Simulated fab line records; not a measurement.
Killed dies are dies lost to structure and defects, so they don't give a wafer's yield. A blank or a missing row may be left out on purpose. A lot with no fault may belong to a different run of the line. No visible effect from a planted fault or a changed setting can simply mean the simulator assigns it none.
fab line records	flow nand-harc
record: lots: 6	wafers: 17	last-day: 24
route steps=1159 shown A_WL_FILL@828 A_CONTACT@840 END@1159
lots untouched by any fault: they come from a run of this same line in which no faults occurred
start-h: start of the lot's first displayed wafer, in hours after the record's first day	wait-h: time in hours since the lot's previous step	" same as the row above	L1.1+2: one row covering several wafers at once	- either no value or no given start	* or withheld: withheld	< > ~ a bound
route shown NAME@n: NAME is a module with steps in the file, n the number in the route of the first one	usual: mean/standard deviation taken from wafers without a fault	same: alike in all rows	chamber/n: place in a boat	sites: per-site readings	_std_site: the values' standard deviation	_edge_site: inner sites' mean taken away from outer sites' mean	radius-mm: how far each site lies from the wafer's centre	mask NAME#n: copy n	behind: tool/chamber where the wafer was last shaped	hold: why the lot went on hold/how many hours it stayed there/how the hold came to an end	device: the n, p or np transistor that did not switch	end of line: at the end of the route, the tests of the same wafers	a step with no rows: only its recipe	killed: at the first sort, the dies lost to defects and structure; wafer yield is something else	map: a wafer's dies, marking killed ones x, the rest . and places with no die _
set.NAME: the setting that was run; set.NAME@STEP: the one run at that earlier step	model.NAME: the simulator's own value behind a step, which no gauge read
lots at selected steps of the route; one table per step, one row per wafer
services: when a tool's chamber went out of use (start-h, in hours from the record's first day, below 0 if earlier), for how many hours, and the reason
== steps ==
step: NHARC_A_WL_FILL_CVD_23
recipe: target-thk-a: 400	temp-c: 620	pressure-mtorr: 200	time-s: 800	material: poly-Si
step: NHARC_A_WL_FILL_ETCHBACK_26
recipe: target-depth-a: 520	time-s: 13.3	hbr-flow-sccm: 150	rf-w: 350	icp-w: 350	bias-w: 60	chemistry: HBr
usual: drypump-motor-current-A: 5.7/0.49	oes-product-au: 1.004/0.011	throttle-valve-pct: 23.265/0.01
lot.wafer	tool	chamber	start-h	wait-h	drypump-motor-current-A	oes-product-au	rf-hours-counter-h	throttle-valve-pct
L184.4	rie-si-03	2	360.74	0.4	6.1	1.013	0.1	23.280
L184.3	"	0	"	"	6.3	0.993	0.1	23.255
L184.5	"	2	"	"	6.1	1.010	-	23.283
L183.4	rie-si-02	0	360.76	0.4	4.7	1.008	1.2	23.259
L183.2	"	2	"	"	5.7	1.000	1.1	23.275
L183.5	"	3	"	"	6.3	0.991	-	23.266
L195.4	rie-si-03	0	420.59	0.4	6.3	1.016	0.5	23.255
L195.3	"	1	"	"	5.3	1.001	0.6	23.262
L195.6	"	0	"	"	6.3	1.018	-	23.258
L197.4	rie-si-02	2	438.10	0.4	5.7	0.994	0.3	23.257
L197.3	"	3	"	"	6.3	1.008	0.3	23.284
L197.1	"	0	"	"	4.7	1.016	0.3	23.256
L196.4	rie-si-03	3	438.10	0.4	5.2	0.989	0.7	23.277
L196.5	"	2	"	"	6.1	1.023	-	23.273
L199.1	rie-si-02	3	446.63	0.4	6.3	1.002	0.4	23.265
L199.3	"	0	"	"	4.6	1.006	0.3	23.258
L199.5	"	2	"	"	5.7	0.986	-	23.256
step: NHARC_A_WL_FILL_PRECLEAN_30
recipe: time-s: 10	chemistry: dHF
step: NHARC_A_WL_FILL_SRD_14
step: NHARC_A_WL_FILL_ALD_19
recipe: target-thk-a: 20	pulse-time-s: 3	ald-cycles: 100	temp-c: 450	material: TiN
usual: heater-power-w: 1076/88	precursor-pulse-height-rel: 0.998/0.019
same: pulse-time-s: 3
lot.wafer	tool	chamber	start-h	wait-h	heater-power-w	precursor-pulse-height-rel
L183.2	ald-metal-02	1	361.01	0.1	1017	0.990
L183.4	"	0	"	"	992	0.971
L183.5	"	1	"	"	1034	0.994
L184.4	ald-metal-01	2	361.03	0.1	1143	0.980
L184.3	"	3	"	"	1099	1.000
L184.5	"	2	"	"	1125	0.989
L195.3	ald-metal-01	2	420.86	0.1	1143	1.024
L195.4	"	1	"	"	1122	1.002
L195.6	"	2	"	"	1149	0.991
L197.3	ald-metal-04	0	438.37	0.1	1161	0.991
L197.1	"	1	"	"	1055	0.986
L197.4	"	2	"	"	1067	1.003
L196.4	ald-metal-01	1	438.41	0.2	1138	1.025
L196.5	"	2	"	"	1128	0.990
L199.3	ald-metal-02	3	446.88	0.1	1003	1.033
L199.1	"	0	"	"	965	1.007
L199.5	"	0	"	"	946	0.982
step: NHARC_A_WL_FILL_CVD_20
recipe: target-thk-a: 750	temp-c: 300	pressure-torr: 40	wf6-flow-sccm: 40	h2-flow-sccm: 1600	ar-flow-sccm: 1560	time-s: 5064	material: W
usual: heater-power-w: 480/53	mfc-h2-sccm: 1600/5.1	throttle-valve-pct: 7.84/0.16
lot.wafer	tool	chamber	start-h	wait-h	heater-power-w	mfc-h2-sccm	throttle-valve-pct
L183.2	cvd-w-01	1	-	-	457	1603	7.87
L183.4	"	0	"	"	482	1605	7.67
L183.5	"	1	"	"	452	1603	7.77
L184.3	cvd-w-02	0	-	-	429	1608	7.91
L184.4	"	1	"	"	544	1601	7.85
L184.5	"	1	"	"	553	1594	8.02
L195.3	cvd-w-01	0	-	-	487	1595	7.81
L195.4	"	1	"	"	457	1598	7.88
L195.6	"	0	"	"	498	1602	7.93
L196.4	cvd-w-02	0	-	-	418	1611	7.87
L196.5	"	1	"	"	557	1604	7.89
L197.1	cvd-w-02	1	-	-	563	1588	8.01
L197.4	"	1	"	"	555	1594	8.04
L197.3	"	0	"	"	411	1595	7.79
L199.1	cvd-w-01	1	-	-	453	1594	7.83
L199.3	"	1	"	"	452	1597	7.89
L199.5	"	1	"	"	453	1595	7.95
step: NHARC_A_WL_FILL_CMP_12
recipe: t-overpolish-s: 30	target-thk-nm: 75
usual: motor-current-A: 12.0/0.84	overpolish-run-s: 30.000/0.0087	slurry-flow-ml-min: 149.9/0.45	time-to-endpoint-s: 16/3
lot.wafer	tool	chamber	start-h	wait-h	motor-current-A	overpolish-run-s	slurry-flow-ml-min	time-to-endpoint-s
L184.4	cmp-01	1	366.25	2.2	12.3	30.012	149.9	13
L184.3	"	2	"	"	11.3	30.013	149.1	14
L184.5	"	2	"	"	11.5	29.995	150.0	14
L183.2	cmp-02	0	366.27	3.6	11.4	29.993	149.9	12
L183.4	"	2	"	"	12.8	29.981	148.9	17
L183.5	"	1	"	"	12.6	30.010	149.7	16
L195.4	cmp-01	2	428.50	2.2	11.6	29.996	149.8	19
L195.3	"	3	"	"	11.8	30.016	149.9	15
L195.6	"	1	"	"	11.9	29.998	149.0	18
L196.4	cmp-01	1	443.64	2.2	12.5	29.984	149.8	17
L196.5	"	3	"	"	11.8	30.016	149.9	13
L197.3	cmp-02	1	447.83	2.2	11.8	30.000	150.1	19
L197.1	"	2	"	"	13.8	29.993	150.1	19
L197.4	"	0	"	"	11.3	29.994	150.9	14
L199.1	cmp-01	2	452.04	4.3	11.9	29.997	149.9	14
L199.3	"	0	"	"	10.7	29.994	150.4	12
L199.5	"	2	"	"	12.0	30.012	149.6	19
step: NHARC_A_WL_FILL_SRD_31
step: NHARC_A_WL_FILL_INSPECT_15
usual: raw-defect-count: 377/120
lot.wafer	tool	chamber	start-h	wait-h	raw-defect-count
L184.3	defect-inspect-01	-	366.73	0.0	672
L184.4	"	-	"	"	384
L184.5	"	-	"	"	280
L183.2	defect-inspect-02	-	366.75	0.0	251
L183.4	"	-	"	"	280
L183.5	"	-	"	"	222
L195.3	defect-inspect-01	-	428.94	0.0	414
L195.4	"	-	"	"	324
L195.6	"	-	"	"	421
L196.4	defect-inspect-01	-	444.05	0.0	409
L196.5	"	-	"	"	235
L197.1	defect-inspect-02	-	448.32	0.0	495
L197.3	"	-	"	"	388
L197.4	"	-	"	"	272
L199.1	defect-inspect-02	-	452.50	0.0	322
L199.3	"	-	"	"	248
L199.5	"	-	"	"	245
step: NHARC_A_CONTACT_DEP_24
recipe: target-thk-a: 5000	temp-c: 400	pressure-torr: 6.5	rf-w: 900	teos-flow-sccm: 161.4	flow-sccm: 2650	target-thk-nm: 500	gas: O2	material: SiO2
usual: heater-power-w: 514/100	mfc-precursor-sccm: 161.4/0.46	throttle-valve-pct: 16.0/0.5
lot.wafer	tool	chamber	start-h	wait-h	heater-power-w	mfc-precursor-sccm	throttle-valve-pct
L184.3	pecvd-04	0	366.86	0.1	483	161.0	15.7
L184.4	"	2	"	"	726	162.1	16.0
L184.5	"	0	"	"	496	161.3	15.5
L183.2	pecvd-02	0	366.94	0.2	568	161.5	15.8
L183.4	"	2	"	"	371	161.9	16.2
L183.5	"	0	"	"	576	161.4	15.9
L195.3	pecvd-02	2	429.00	0.1	427	239.9	17.4
L195.4	"	0	"	"	555	162.1	15.9
L195.6	"	1	"	"	572	161.7	16.0
L196.4	pecvd-02	2	444.39	0.3	494	240.5	17.4
L196.5	"	2	"	"	498	239.6	17.5
L197.1	pecvd-04	0	448.45	0.1	451	161.6	16.0
L197.3	"	1	"	"	562	161.7	15.9
L197.4	"	0	"	"	477	161.4	16.1
L199.3	pecvd-01	0	452.63	0.1	513	160.4	16.1
L199.1	"	1	"	"	490	161.2	16.1
L199.5	"	0	"	"	532	161.0	16.4
step: NHARC_A_CONTACT_DEP_28
recipe: target-thk-a: 36000	temp-c: 400	material: aC
usual: throttle-valve-pct: 35.001/0.0098
lot.wafer	tool	chamber	start-h	wait-h	hold	throttle-valve-pct
L183.2	acl-dep-02	0	367.79	0.4	-	34.997
L183.4	"	0	"	"	-	35.014
L183.5	"	0	"	"	-	34.995
L184.3	acl-dep-01	0	368.14	0.8	-	35.000
L184.4	"	0	"	"	-	35.008
L184.5	"	0	"	"	-	34.997
L195.3	acl-dep-01	0	432.23	2.5	await-dispo/1.7h/release	34.992
L195.4	"	0	"	"	await-dispo/1.7h/release	35.008
L195.6	"	0	"	"	await-dispo/1.7h/release	35.030
L197.1	acl-dep-01	0	450.94	2.0	-	35.001
L197.3	"	0	"	"	-	35.008
L197.4	"	0	"	"	-	35.007
L196.4	acl-dep-01	0	452.05	7.0	await-dispo/5.7h/release	34.977
L196.5	"	0	"	"	await-dispo/5.7h/release	34.994
L199.1	acl-dep-02	0	454.16	1.0	-	35.002
L199.3	"	0	"	"	-	35.024
L199.5	"	0	"	"	-	34.998
step: NHARC_END_SORT_01
recipe: temp-c: 25
usual: killed-at-array: 25/7.8	killed-at-other: 0.6/0.81	killed-at-periphery: 3.3/2.2	killed-dies: 29/8.2	killed-open: 3.5/1.9	killed-short: 1.8/1.3
same: gross-dies: 677
lot.wafer	tool	chamber	start-h	wait-h	killed-at-array	killed-at-other	killed-at-periphery	killed-dies	killed-open	killed-short
L183.2	prober-01	0	447.02	2.8	24	0	3	27	6	2
L183.4	prober-01	0	448.63	3.4	34	0	4	38	3	2
L183.5	prober-01	0	449.43	3.7	22	0	3	25	1	0
L184.3	prober-02	0	455.55	3.1	20	0	8	28	4	1
L184.4	prober-02	0	456.34	3.3	26	0	3	29	2	2
L184.5	prober-02	0	457.12	3.6	25	0	3	28	4	3
L195.3	prober-01	0	504.35	3.1	24	1	1	26	4	4
L195.4	prober-01	0	505.15	3.4	20	1	4	25	4	1
L195.6	prober-01	0	506.77	4.0	26	0	0	26	3	1
L197.1	prober-01	0	539.07	2.5	50	0	7	57	5	4
L197.3	prober-01	0	540.66	3.1	30	0	3	33	4	0
L197.4	prober-01	0	541.46	3.4	39	0	11	50	5	1
L199.1	prober-02	0	548.33	2.5	19	0	2	21	2	1
L199.3	prober-02	0	549.92	3.1	25	0	5	30	5	1
L199.5	prober-02	0	551.52	3.7	10	1	5	16	3	2
L196.4	prober-01	0	570.88	3.4	7	0	2	9	3	1
L196.5	prober-01	0	571.67	3.7	12	1	0	13	2	3
killed by level:class
L183.2 A_CHANNEL_HOLE_D1:chamber-film-flake=8 A_SLIT:chamber-film-flake=5 A_CONTACT:geometric-particle:open=2 A_SGD_CUT:chamber-film-flake=2 P_GATE:geometric-particle:short=1 P_M2:geometric-particle:open=1 A_CHANNEL_FILL_D1:geometric-particle:open=1 A_SGD_CUT:geometric-particle:open=1
L183.4 A_CHANNEL_HOLE_D1:chamber-film-flake=14 A_SLIT:chamber-film-flake=6 A_WL_FILL:chamber-film-flake=3 A_CONTACT:chamber-film-flake=3 P_ZERO_WELL:chamber-film-flake=2 A_CHANNEL_FILL_D1:chamber-film-flake=2 P_CONTACT:geometric-particle:open=1 A_ONON_D1:geometric-particle:open=1
L183.5 A_CHANNEL_HOLE_D1:chamber-film-flake=8 A_SLIT:chamber-film-flake=6 A_CONTACT:chamber-film-flake=3 A_SGD_CUT:chamber-film-flake=2 P_M0:geometric-particle:open=1 P_ZERO_WELL:chamber-film-flake=1 P_STI:chamber-film-flake=1 A_CHANNEL_FILL_D1:chamber-film-flake=1
L184.3 A_CHANNEL_HOLE_D1:chamber-film-flake=6 P_ZERO_WELL:chamber-film-flake=4 A_CONTACT:chamber-film-flake=4 A_STAIRCASE:chamber-film-flake=3 A_CONTACT:geometric-particle:open=2 P_STI:chamber-film-flake=2 P_GATE:geometric-particle:open=1 A_WL_FILL:geometric-particle:open=1
L184.4 A_CHANNEL_HOLE_D1:chamber-film-flake=8 A_STAIRCASE:chamber-film-flake=6 A_M0:chamber-film-flake=3 A_SGD_CUT:chamber-film-flake=2 A_CONTACT:chamber-film-flake=2 P_M0:geometric-particle:open=1 A_CHANNEL_HOLE_D1:geometric-particle:short=1 A_WL_FILL:geometric-particle:short=1
L184.5 A_CHANNEL_HOLE_D1:chamber-film-flake=5 A_STAIRCASE:chamber-film-flake=5 A_M0:chamber-film-flake=5 A_ONON_D1:geometric-particle:short=2 A_SGD_CUT:chamber-film-flake=2 A_WL_FILL:chamber-film-flake=2 P_GATE:geometric-particle:open=1 P_CONTACT:geometric-particle:open=1
L195.3 A_CHANNEL_HOLE_D1:chamber-film-flake=16 A_WL_FILL:geometric-particle:short=2 A_CHANNEL_FILL_D1:geometric-particle:open=1 A_CHANNEL_FILL_D1:geometric-particle:short=1 A_CONTACT:geometric-particle:short=1 A_CONTACT:geometric-particle:open=1 A_BLC:geometric-particle:open=1 P_CONTACT:chamber-film-flake=1
L195.4 A_CHANNEL_HOLE_D1:chamber-film-flake=13 P_ZERO_WELL:chamber-film-flake=3 P_M0:geometric-particle:open=1 A_CHANNEL_HOLE_D1:geometric-particle:open=1 A_CHANNEL_FILL_D1:geometric-particle:open=1 A_WL_FILL:geometric-particle:short=1 A_BLC:geometric-particle:open=1 A_STAIRCASE:chamber-film-flake=1
L195.6 A_CHANNEL_HOLE_D1:chamber-film-flake=19 A_CHANNEL_FILL_D1:geometric-particle:short=1 A_CONTACT:geometric-particle:open=1 A_BLC:geometric-particle:open=1 A_M0:geometric-particle:open=1 A_STAIRCASE:chamber-film-flake=1 A_SLIT:chamber-film-flake=1 A_CONTACT:chamber-film-flake=1
L197.1 A_SLIT:chamber-film-flake=17 A_CHANNEL_HOLE_D1:chamber-film-flake=16 P_M1:chamber-film-flake=6 A_CONTACT:geometric-particle:short=3 A_CONTACT:chamber-film-flake=3 A_CONTACT:geometric-particle:open=2 A_STAIRCASE:chamber-film-flake=2 A_CHANNEL_FILL_D1:geometric-particle:open=1
L197.3 A_SLIT:chamber-film-flake=13 A_CHANNEL_HOLE_D1:chamber-film-flake=7 A_ZERO_WELL:chamber-film-flake=3 A_CONTACT:chamber-film-flake=3 P_CONTACT:geometric-particle:open=1 P_M0:geometric-particle:open=1 A_ONON_D1:geometric-particle:open=1 A_CHANNEL_HOLE_D1:geometric-particle:open=1
L197.4 A_SLIT:chamber-film-flake=16 A_CHANNEL_HOLE_D1:chamber-film-flake=15 P_M1:chamber-film-flake=8 A_CONTACT:geometric-particle:open=2 A_CONTACT:chamber-film-flake=2 P_GATE:geometric-particle:open=1 P_CONTACT:geometric-particle:open=1 P_M0:geometric-particle:short=1
L199.1 A_CHANNEL_HOLE_D1:chamber-film-flake=5 A_CONTACT:chamber-film-flake=4 A_M0:chamber-film-flake=4 P_CONTACT:geometric-particle:open=1 P_M0:geometric-particle:open=1 A_WL_FILL:geometric-particle:short=1 A_ZERO_WELL:chamber-film-flake=1 A_STAIRCASE:chamber-film-flake=1
L199.3 A_CHANNEL_HOLE_D1:chamber-film-flake=9 A_CONTACT:chamber-film-flake=4 A_M0:chamber-film-flake=4 P_M0:chamber-film-flake=2 A_CHANNEL_HOLE_D1:geometric-particle:open=1 A_SGD_CUT:geometric-particle:short=1 A_WL_FILL:geometric-particle:open=1 A_BLC:geometric-particle:open=1
L199.5 A_STAIRCASE:chamber-film-flake=2 A_CONTACT:chamber-film-flake=2 A_M0:chamber-film-flake=2 P_GATE:geometric-particle:open=1 P_M0:geometric-particle:open=1 A_ONON_D1:geometric-particle:short=1 A_CONTACT:geometric-particle:short=1 A_M1:geometric-particle:open=1
L196.4 A_CONTACT:chamber-film-flake=4 P_GATE:geometric-particle:open=1 P_M0:geometric-particle:open=1 A_STAIRCASE:geometric-particle:open=1 A_WL_FILL:geometric-particle:short=1 A_CHANNEL_HOLE_D1:chamber-film-flake=1
L196.5 A_CONTACT:chamber-film-flake=5 A_CHANNEL_HOLE_D1:chamber-film-flake=3 A_WL_FILL:geometric-particle:short=2 A_CONTACT:geometric-particle:open=1 A_BLC:geometric-particle:open=1 STARTING-WAFER:geometric-particle:short=1
== services ==
tool	chamber	start-h	hours	kind
cmp-02	-	338.31	0.3	repair
cmp-01	-	341.36	0.2	repair
acl-dep-02	-	350.86	13.0	pm
ald-metal-04	1	359.24	39.0	repair
pecvd-04	2	360.62	4.0	repair
ald-metal-02	-	364.00	10.0	pm
ald-metal-01	3	373.95	27.6	repair
cmp-01	-	375.68	4.0	pm
pecvd-04	-	376.12	13.0	pm
cmp-01	-	379.68	-	consumable-replace:conditioner
cmp-01	-	379.68	-	consumable-replace:pad
cvd-w-02	-	379.69	13.0	pm
rie-si-02	-	388.00	9.0	pm
rie-si-02	0	388.00	9.0	vent-cycle
rie-si-02	1	388.00	9.0	vent-cycle
rie-si-02	2	388.00	9.0	vent-cycle
rie-si-02	3	388.00	9.0	vent-cycle
pecvd-04	-	390.34	2.2	repair
pecvd-01	-	395.33	1.6	repair
ald-metal-04	-	406.05	10.0	pm
pecvd-01	-	418.24	13.0	pm
cmp-02	-	422.50	4.0	pm
ald-metal-04	-	428.20	0.8	repair
pecvd-02	0	438.09	21.0	repair
== key ==
first-sign: step: NHARC_A_CONTACT_DEP_24	reading: mfc-precursor-sccm	direction: up	sigmas: 99+	usual: 161.4	struck: 240.0
effect none on later readings
met-at NHARC_A_CONTACT_DEP_24
struck-wafers L195.3,L196.4,L196.5
tester-left-out L195,L196
onset-between 366.94 429.00
fault: kind: process-parameter-drift	tool: pecvd-02	chamber: 2	onset-h: 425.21	steps: NHARC_A_CONTACT_DEP_24	channel: teos-flow-sccm	offset: *	shape: step	end-h: 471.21	acts-in: *	stated: *
tester-left-out: of these lots the tester's yield and bins aren't shown, on N5 and GAA mostly nor the transistor test; their killed dies are dies lost to structure and defects alone, not to doping, threshold or leakage, so they don't give the yield
